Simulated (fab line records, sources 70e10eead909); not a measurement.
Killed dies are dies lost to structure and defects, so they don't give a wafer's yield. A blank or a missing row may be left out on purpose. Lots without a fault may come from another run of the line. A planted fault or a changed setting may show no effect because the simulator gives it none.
fab line records | flow nand_harc
record lots=10 wafers=30 last_day=32
route steps=1302 shown A_SGD_CUT@919 A_SLIT@924 A_SIN_REMOVE@951 END@1302
lots that met no fault: from a run of the same line without faults
start_h: hours from the record's first day to the start of the lot's first wafer shown | wait_h: hours since the lot's step before | " the same as in the row above | L1.1+2: a row that stands for several wafers | - no value, or no start given | * or withheld: withheld | < > ~ a bound
route shown NAME@n: a module of which the file shows steps, and the number in the route of the first | usual: mean/standard deviation of fault-free wafers | same: alike in all rows | chamber/n: place in a boat | sites: the reading at each site | _std_site: their standard deviation | _edge_site: outer sites' mean less inner sites' | radius_mm: how far each site lies from the wafer's centre | mask NAME#n: copy n | behind: the tool/chamber that last shaped the wafer | hold: why the lot was held/for how many hours/how that ended | device: the transistor (n, p or np) that didn't switch | end of line: the same wafers' tests at the end of the route | a step without rows: its recipe alone | killed: dies lost to structure and defects at the first sort, not the wafer's yield | map: a wafer's dies, x killed, . not, _ none there
set.NAME: the setting as run; set.NAME@STEP: as run at that earlier step | model.NAME: the simulator's own value behind a step, which no gauge read
steps of the route over a sample of lots; a table a step, a row a wafer
services: from which hour (start_h, from the record's first day; less than 0 if before it) a tool's chamber was out of use, for how many hours, and why
## steps
# step NHARC_A_SGD_CUT_ETCHBACK_24
# recipe target_depth_a=500 over_etch_frac=0.3 time_s=92.857 ion_energy_ev=120 ch3f_flow_sccm=50 o2_flow_sccm=30 ar_flow_sccm=200 rf_w=500 bias_w=100 chemistry=CH3F/O2
# usual drypump_motor_current_A=5.8/0.5 o2_flow_sccm=30.00/0.096 oes_product_au=0.96/0.038 rf_fwd_power_W=496.5/1.8 rf_vpp_V=244.4/1.6 showerhead_plenum_p_Torr=2.46/0.091 throttle_valve_pct=20.662/0.0097
# same time_s=92.857
# columns lot.wafer tool chamber start_h wait_h drypump_motor_current_A o2_flow_sccm oes_product_au rf_fwd_power_W rf_hours_counter_h rf_vpp_V showerhead_plenum_p_Torr throttle_valve_pct
L630.1 rie_diel-03 0 440.96 0.2 5.3 29.94 0.90 498.0 7 245.0 2.60 20.647
L630.2 " 1 " " 6.3 30.07 0.92 496.7 7 243.2 2.43 20.675
L630.6 " 3 " " 5.3 29.96 0.92 493.9 - 242.6 2.45 20.659
L631.1 rie_diel-11 2 465.01 0.2 6.0 29.97 1.02 498.3 3 244.7 2.50 20.679
L631.4 " 3 " " 6.2 29.98 1.01 494.4 2 245.2 2.58 20.664
L631.5 " 1 " " 6.5 30.09 1.02 497.1 - 245.1 2.58 20.671
L633.4 rie_diel-07 0 465.20 0.1 6.6 30.08 0.94 497.6 12 244.0 2.34 20.663
L633.2 " 1 " " 5.3 29.86 0.90 496.5 13 242.2 2.37 20.656
L633.5 " 0 " " 6.6 30.11 0.94 498.0 - 243.9 2.34 20.672
L634.2 rie_diel-03 2 473.14 0.1 6.2 30.00 1.00 496.9 1 246.4 2.55 20.675
L634.1 " 0 " " 5.3 29.93 0.99 498.2 1 245.3 2.59 20.651
L634.6 " 2 " " 6.2 30.02 1.00 498.2 - 245.2 2.55 20.672
L636.2 rie_diel-07 3 516.30 0.2 6.2 30.07 1.00 493.6 3 245.7 2.48 20.656
L636.1 " 0 " " 6.6 30.15 1.01 498.1 1 241.9 2.34 20.651
L636.6 " 2 " " 5.2 30.09 0.99 497.4 - 243.8 2.35 20.647
L647.2 rie_diel-11 1 601.51 0.1 6.4 30.20 0.94 497.2 12 247.4 2.58 20.666
L647.3 " 2 " " 5.9 29.87 0.94 497.9 13 244.6 2.49 20.674
L647.4 " 0 " " 5.8 30.06 0.91 497.3 12 245.3 2.40 20.659
L649.2 rie_diel-03 0 625.48 0.1 5.3 30.13 0.94 499.7 8 245.7 2.59 20.664
L649.1 " 2 " " 6.2 29.79 0.94 496.9 7 245.5 2.55 20.657
L649.5 " 0 " " 5.3 30.10 0.93 498.3 - 244.8 2.59 20.677
L648.4 rie_diel-11 1 625.51 0.2 6.5 30.01 0.93 496.2 1 246.7 2.58 20.647
L648.2 " 2 " " 5.9 29.99 0.92 497.7 0 244.4 2.49 20.663
L648.6 " 3 " " 6.2 29.97 0.94 492.9 - 245.7 2.57 20.659
L651.1 rie_diel-07 1 643.76 0.1 5.3 30.00 0.92 495.1 13 244.4 2.36 20.673
L651.2 " 3 " " 6.2 30.09 0.93 496.2 14 244.3 2.47 20.675
L651.6 " 1 " " 5.3 29.92 0.92 495.2 - 242.5 2.36 20.643
L653.3 rie_diel-03 0 653.04 0.2 5.3 29.97 0.99 499.6 0 247.1 2.59 20.673
L653.1 " 1 " " 6.2 30.00 1.00 496.5 0 244.8 2.42 20.650
L653.5 " 3 " " 5.3 30.06 1.00 493.3 - 244.0 2.45 20.668
# step NHARC_A_SGD_CUT_STRIP_28
# recipe time_s=20 o2_flow_sccm=500 ar_flow_sccm=0 bias_w=0 chemistry=O2
# usual drypump_motor_current_A=5.8/0.5 o2_flow_sccm=500.2/1.6 oes_product_au=0.997/0.012 rf_vpp_V=57.8/0.91 showerhead_plenum_p_Torr=3.53/0.12 throttle_valve_pct=17.037/0.0092
# same time_s=20
# columns lot.wafer tool chamber start_h wait_h drypump_motor_current_A o2_flow_sccm oes_product_au rf_hours_counter_h rf_vpp_V showerhead_plenum_p_Torr throttle_valve_pct
L630.2 rie_diel-03 3 - - 5.3 500.2 0.993 7 57.5 3.52 17.032
L630.1 " 1 " " 6.3 499.4 0.998 7 57.0 3.48 17.042
L630.6 " 0 " " 5.3 497.8 0.982 - 59.0 3.72 17.038
L631.4 rie_diel-11 0 - - 5.8 500.8 0.978 2 57.7 3.46 17.025
L631.1 " 1 " " 6.5 502.7 1.029 3 58.1 3.70 17.057
L631.5 " 2 " " 6.0 498.0 1.011 - 57.8 3.58 17.033
L633.4 rie_diel-07 1 - - 5.3 500.6 0.988 13 56.3 3.40 17.059
L633.2 " 3 " " 6.2 498.8 0.999 13 59.7 3.55 17.026
L633.5 " 2 " " 5.2 499.5 0.990 - 56.8 3.38 17.038
L634.2 rie_diel-03 3 473.31 0.2 5.3 499.7 1.017 1 58.6 3.52 17.032
L634.1 " 0 " " 5.3 500.5 0.990 1 57.8 3.72 17.041
L634.6 " 0 " " 5.3 498.1 0.999 - 57.0 3.72 17.049
L636.1 rie_diel-07 0 - - 6.6 500.4 0.999 1 57.4 3.36 17.031
L636.2 " 3 " " 6.2 502.5 0.998 3 57.4 3.55 17.038
L636.6 " 0 " " 6.6 500.0 0.987 - 57.7 3.36 17.049
L647.2 rie_diel-11 3 - - 6.2 498.7 0.972 12 58.3 3.68 17.027
L647.4 " 1 " " 6.5 500.3 1.003 12 59.6 3.70 17.024
L647.3 " 2 " " 6.0 498.3 1.006 13 58.5 3.57 17.028
L648.2 rie_diel-11 2 - - 6.0 499.3 0.980 0 58.3 3.57 17.026
L648.4 " 0 " " 5.8 499.9 0.990 1 56.8 3.45 17.039
L648.6 " 3 " " 6.2 499.9 1.020 - 58.6 3.68 17.048
L649.2 rie_diel-03 0 - - 5.3 499.2 0.986 8 57.1 3.71 17.001
L649.1 " 2 " " 6.2 499.3 0.984 7 56.3 3.65 17.031
L649.5 " 3 " " 5.3 502.6 1.004 - 59.6 3.52 17.056
L651.1 rie_diel-07 0 - - 6.6 499.2 0.988 11 57.6 3.35 17.023
L651.2 " 2 " " 5.2 501.7 0.981 15 56.8 3.37 17.041
L651.6 " 0 " " 6.6 500.5 0.990 - 58.0 3.35 17.035
L653.1 rie_diel-03 2 - - 6.2 505.0 0.990 1 55.7 3.65 17.032
L653.3 " 1 " " 6.2 500.8 0.995 0 56.8 3.48 17.034
L653.5 " 2 " " 6.2 502.5 0.986 - 56.5 3.65 17.048
# step NHARC_A_SLIT_DEP_23
# recipe target_thk_a=1000 target_thk_nm=100 temp_c=400 pressure_torr=3.5 flow_sccm=200 rf_w=350 material=SiON
# usual heater_power_w=800/97 rf_fwd_power_W=348.5/1.1
# columns lot.wafer tool chamber start_h wait_h heater_power_w rf_fwd_power_W since_wet_clean_h
L630.1 pecvd-01 0 450.53 3.1 676 348.0 126
L630.2 " 1 " " 710 347.6 126
L630.6 " 0 " " 677 347.1 -
L631.1 pecvd-02 1 469.56 3.3 783 348.1 48
L631.5 " 2 " " 750 349.3 -
L631.4 " 0 " " 711 346.7 -
L633.2 pecvd-04 2 470.06 2.6 777 348.5 7
L633.4 " 2 " " 771 348.3 -
L633.5 " 0 " " 1032 348.1 -
L634.1 pecvd-01 2 477.57 3.1 833 348.6 153
L634.2 " 1 " " 800 348.8 153
L634.6 " 2 " " 861 348.3 -
L636.1 pecvd-02 0 520.70 3.2 688 348.8 99
L636.2 " 2 " " 833 348.4 99
L636.6 " 2 " " 835 348.6 -
L647.2 pecvd-01 2 606.26 2.7 939 346.3 101
L647.3 " 0 " " 737 348.4 101
L647.4 " 1 " " 865 349.2 -
L648.2 pecvd-01 0 630.71 2.9 671 347.2 125
L648.6 " 2 " " 862 348.2 -
L648.4 " 0 " " 669 346.9 -
L649.2 pecvd-01 2 631.39 2.9 823 346.9 126
L649.1 " 0 " " 694 348.6 126
L649.5 " 0 " " 730 348.9 -
L651.1 pecvd-02 0 648.32 3.2 753 347.6 46
L651.2 " 1 " " 784 347.7 46
L651.6 " 0 " " 759 347.8 -
L653.3 pecvd-04 1 657.42 1.9 766 346.0 13
L653.1 " 2 " " 664 347.1 13
L653.5 " 0 " " 917 350.8 -
# step NHARC_A_SLIT_INSPECT_11
# usual raw_defect_count=58/31
# columns lot.wafer tool chamber start_h wait_h raw_defect_count
L630.1 defect_inspect-02 - 451.34 0.0 84
L630.2 " - " " 66
L630.6 " - " " 72
L631.1 defect_inspect-01 - 470.31 0.0 20
L631.4 " - " " 28
L631.5 " - " " 23
L633.2 defect_inspect-02 - 470.84 0.0 64
L633.4 " - " " 77
L633.5 " - " " 69
L634.1 defect_inspect-01 - 478.26 0.0 74
L634.2 " - " " 59
L634.6 " - " " 68
L636.1 defect_inspect-02 - 521.50 0.0 32
L636.2 " - " " 26
L636.6 " - " " 30
L647.2 defect_inspect-02 - 607.04 0.0 32
L647.3 " - " " 24
L647.4 " - " " 13
L648.2 defect_inspect-01 - 631.49 0.0 30
L648.4 " - " " 33
L648.6 " - " " 290
L649.1 defect_inspect-01 - 632.16 0.0 86
L649.2 " - " " 353
L649.5 " - " " 95
L651.1 defect_inspect-01 - 648.98 0.0 86
L651.2 " - " " 74
L651.6 " - " " 72
L653.1 defect_inspect-02 - 658.09 0.0 97
L653.3 " - " " 93
L653.5 " - " " 103
# step NHARC_A_SLIT_ETCH_24
# recipe target_depth_a=1210 time_s=60.5 cf4_flow_sccm=100 chf3_flow_sccm=30 ar_flow_sccm=0 rf_w=500 bias_w=200 chemistry=CF4/CHF3
# usual cf4_flow_sccm=99.98/0.28 drypump_motor_current_A=5.8/0.36 oes_product_au=0.965/0.018 rf_fwd_power_W=495.3/1.8 rf_vpp_V=371.0/2.5 showerhead_plenum_p_Torr=1.59/0.072 throttle_valve_pct=16.802/0.0084
# same time_s=60.5
# columns lot.wafer tool chamber start_h wait_h cf4_flow_sccm drypump_motor_current_A oes_product_au rf_fwd_power_W rf_hours_counter_h rf_vpp_V showerhead_plenum_p_Torr throttle_valve_pct
L630.1 rie_diel-13 3 451.49 0.1 100.08 5.6 0.973 496.1 5.6 366.5 1.47 16.803
L630.2 " 1 " " 100.12 6.0 0.968 498.5 7.3 372.9 1.59 16.819
L630.6 " 2 " " 99.50 5.7 0.974 496.7 - 371.8 1.64 16.807
L631.4 rie_diel-13 3 470.46 0.1 100.04 5.5 0.969 497.3 6.5 367.5 1.47 16.800
L631.1 " 0 " " 99.74 5.8 0.968 494.1 7.8 369.7 1.52 16.801
L631.5 " 3 " " 100.18 5.5 0.961 496.5 - 366.0 1.47 16.809
L633.4 rie_diel-05 2 470.99 0.1 99.87 6.3 0.987 495.2 2.2 374.1 1.67 16.779
L633.2 " 0 " " 99.56 5.1 0.940 493.6 2.8 375.1 1.65 16.810
L633.5 " 1 " " 100.03 6.3 0.966 496.2 - 371.7 1.58 16.790
L634.1 rie_diel-01 3 478.46 0.1 99.71 6.0 0.968 495.4 5.8 368.6 1.49 16.805
L634.2 " 2 " " 100.17 5.4 0.935 495.4 4.9 372.6 1.63 16.813
L634.6 " 3 " " 99.97 6.0 0.966 494.9 - 366.7 1.48 16.808
L636.1 rie_diel-05 2 521.71 0.1 100.30 6.3 0.964 492.9 4.5 374.3 1.67 16.799
L636.2 " 3 " " 99.45 6.3 0.951 493.8 4.7 373.6 1.66 16.811
L636.6 " 2 " " 100.38 6.3 0.956 490.6 - 373.2 1.67 16.818
L647.2 rie_diel-05 3 607.18 0.1 99.86 6.3 0.973 495.1 0.7 373.3 1.66 16.801
L647.4 " 0 " " 99.82 5.1 0.964 493.4 0.9 373.2 1.65 16.811
L647.3 " 1 " " 99.79 6.3 0.985 495.6 0.9 372.2 1.58 16.813
L648.4 rie_diel-01 2 631.64 0.1 99.69 5.4 0.963 497.7 5.0 372.8 1.63 16.812
L648.2 " 3 " " 100.53 6.0 0.935 494.1 1.8 367.7 1.48 16.798
L648.6 " 3 " " 100.80 6.0 0.922 491.0 - 367.8 1.48 16.796
L649.1 rie_diel-13 2 632.32 0.1 100.04 5.7 0.967 496.0 6.1 373.9 1.63 16.815
L649.2 " 3 " " 100.30 5.5 0.950 494.6 6.4 368.0 1.47 16.792
L649.5 " 1 " " 100.05 6.0 0.973 497.2 - 372.9 1.59 16.799
L651.2 rie_diel-13 2 649.14 0.1 99.93 5.7 0.964 494.0 7.6 373.4 1.63 16.802
L651.1 " 0 " " 100.06 5.8 0.980 497.7 6.1 369.0 1.52 16.802
L651.6 " 1 " " 99.65 6.0 1.006 499.4 - 370.6 1.59 16.798
L653.1 rie_diel-13 1 658.25 0.1 100.09 6.0 0.971 497.1 8.1 370.5 1.59 16.801
L653.3 " 2 " " 100.02 5.7 0.958 496.8 8.2 372.5 1.63 16.797
L653.5 " 3 " " 99.88 5.5 0.957 496.6 - 368.1 1.47 16.801
# step NHARC_A_SIN_REMOVE_INSPECT_04
# usual raw_defect_count=402/93
# columns lot.wafer tool chamber start_h wait_h raw_defect_count
L630.1 defect_inspect-02 - 466.98 0.0 488
L630.2 " - " " 371
L630.6 " - " " 480
L631.1 defect_inspect-02 - 482.99 0.0 239
L631.4 " - " " 272
L631.5 " - " " 434
L633.2 defect_inspect-02 - 486.88 0.0 400
L633.4 " - " " 354
L633.5 " - " " 365
L634.1 defect_inspect-02 - 491.26 0.0 278
L634.2 " - " " 287
L634.6 " - " " 332
L636.1 defect_inspect-01 - 534.34 0.0 270
L636.2 " - " " 353
L636.6 " - " " 334
L647.2 defect_inspect-01 - 619.94 0.0 542
L647.3 " - " " 302
L647.4 " - " " 440
L648.2 defect_inspect-02 - 644.56 0.0 370
L648.4 " - " " 368
L648.6 " - " " 810
L649.1 defect_inspect-01 - 644.58 0.1 381
L649.2 " - " " 638
L649.5 " - " " 375
L651.1 defect_inspect-01 - 662.00 0.0 500
L651.2 " - " " 450
L651.6 " - " " 572
L653.1 defect_inspect-01 - 671.22 0.0 458
L653.3 " - " " 473
L653.5 " - " " 445
# step NHARC_END_SORT_01
# recipe temp_c=25
# usual killed_at_array=56/19 killed_at_other=0.6/1 killed_at_periphery=3.9/2.7 killed_dies=61/19 killed_open=3.3/1.9 killed_short=2.4/1.7
# same gross_dies=677
# columns lot.wafer tool chamber start_h wait_h killed_at_array killed_at_other killed_at_periphery killed_dies killed_open killed_short
L649.1 prober-02 0 742.96 2.5 61 0 1 62 7 2
L649.2 prober-02 0 743.76 2.8 136 0 4 140 4 1
L649.5 prober-02 0 746.15 3.7 68 0 5 73 1 5
L648.2 prober-01 0 743.73 2.8 62 1 8 71 5 3
L648.4 prober-01 0 745.31 3.4 49 1 4 54 2 3
L648.6 prober-01 0 746.90 4.0 108 0 5 113 5 0
# killed by level:class
L649.1 A_CHANNEL_HOLE_D1:chamber_film_flake=22 A_CHANNEL_HOLE_D2:chamber_film_flake=18 A_SLIT:chamber_film_flake=6 A_CONTACT:chamber_film_flake=4 A_ZERO_WELL:chamber_film_flake=2 P_GATE:geometric_particle:open=1 A_CHANNEL_HOLE_D1:geometric_particle:open=1 A_CHANNEL_FILL_D1:geometric_particle:open=1
L648.2 A_SLIT:chamber_film_flake=29 A_CHANNEL_HOLE_D1:chamber_film_flake=10 A_SGD_CUT:chamber_film_flake=10 P_M1:chamber_film_flake=3 A_CONTACT:chamber_film_flake=3 A_SGD_CUT:geometric_particle:short=2 P_ZERO_WELL:chamber_film_flake=2 A_WL_FILL:chamber_film_flake=2
L649.2 A_SLIT:unspecified=68 A_CHANNEL_HOLE_D1:chamber_film_flake=38 A_CHANNEL_HOLE_D2:chamber_film_flake=17 A_SLIT:chamber_film_flake=5 P_GATE:chamber_film_flake=3 A_M0:geometric_particle:open=2 A_WL_FILL:chamber_film_flake=2 P_GATE:geometric_particle:open=1
L648.4 A_SLIT:chamber_film_flake=18 A_CHANNEL_HOLE_D1:chamber_film_flake=9 A_SGD_CUT:chamber_film_flake=9 A_CONTACT:chamber_film_flake=4 A_STAIRCASE:chamber_film_flake=3 A_DECK1_JOINT:geometric_particle:short=2 P_ZERO_WELL:chamber_film_flake=2 A_WL_FILL:chamber_film_flake=2
L649.5 A_CHANNEL_HOLE_D1:chamber_film_flake=30 A_CHANNEL_HOLE_D2:chamber_film_flake=26 A_CONTACT:chamber_film_flake=3 A_ONON_D2:geometric_particle:short=2 P_GATE:chamber_film_flake=2 A_SLIT:chamber_film_flake=2 P_CONTACT:geometric_particle:open=1 P_CONTACT:geometric_particle:short=1
L648.6 A_SLIT:unspecified=67 A_SLIT:chamber_film_flake=27 A_SGD_CUT:chamber_film_flake=6 A_CHANNEL_HOLE_D1:chamber_film_flake=3 A_ONON_D1:geometric_particle:open=2 P_M1:chamber_film_flake=2 P_M2:geometric_particle:open=1 A_CONTACT:geometric_particle:open=1
## services
# columns tool chamber start_h hours kind
pecvd-01 - 423.94 1.6 repair
rie_diel-11 - 432.50 9.0 pm
rie_diel-03 - 458.40 9.0 pm
rie_diel-03 1 468.58 11.4 repair
rie_diel-07 - 471.20 9.0 pm
pecvd-01 - 491.97 0.3 repair
rie_diel-11 0 494.07 9.5 repair
rie_diel-11 3 499.49 6.8 repair
rie_diel-03 2 500.16 7.8 repair
rie_diel-07 0 500.99 6.0 repair
rie_diel-07 - 511.14 0.8 repair
rie_diel-03 1 512.51 11.7 repair
rie_diel-13 - 519.00 9.0 pm
rie_diel-11 - 525.59 0.2 repair
rie_diel-03 - 551.85 0.4 repair
rie_diel-07 - 572.43 1.2 repair
rie_diel-11 2 579.94 2.5 repair
rie_diel-07 1 583.09 5.7 repair
rie_diel-03 2 597.56 10.4 repair
rie_diel-03 3 602.56 3.8 repair
rie_diel-11 - 609.50 9.0 pm
rie_diel-03 - 612.98 0.4 repair
rie_diel-03 - 635.40 9.0 pm
rie_diel-07 - 648.20 9.0 pm
## key
first_sign step=NHARC_A_SLIT_INSPECT_11 reading=raw_defect_count direction=up sigmas=8.6 usual=58 struck=322
effect step=NHARC_A_SIN_REMOVE_INSPECT_04 reading=raw_defect_count direction=up sigmas=3.5 usual=402 struck=724
effect step=NHARC_END_SORT_01 reading=killed_dies direction=up sigmas=3.5 usual=61 struck=126
more_kills_born_at NHARC_A_SLIT_DEP_23@pecvd-01=135
met_at NHARC_A_SLIT_DEP_23
struck_lots L648,L649
struck_wafers L648.6,L649.2
tester_left_out L648,L649
not_acting_at NHARC_A_SGD_CUT_ETCHBACK_24,NHARC_A_SGD_CUT_STRIP_28,NHARC_A_SLIT_ETCH_24
onset_between 606.26 630.71
fault kind=chamber_particle_source tool=pecvd-01 chamber=2 onset_h=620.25 steps=NHARC_A_SLIT_DEP_23 rate_per_visit_cm2=0.39135 end_h=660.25
# tester_left_out: of these lots the tester's yield and bins aren't shown, on N5 and GAA mostly nor the transistor test; their killed dies are dies lost to structure and defects alone, not to doping, threshold or leakage, so they don't give the yield
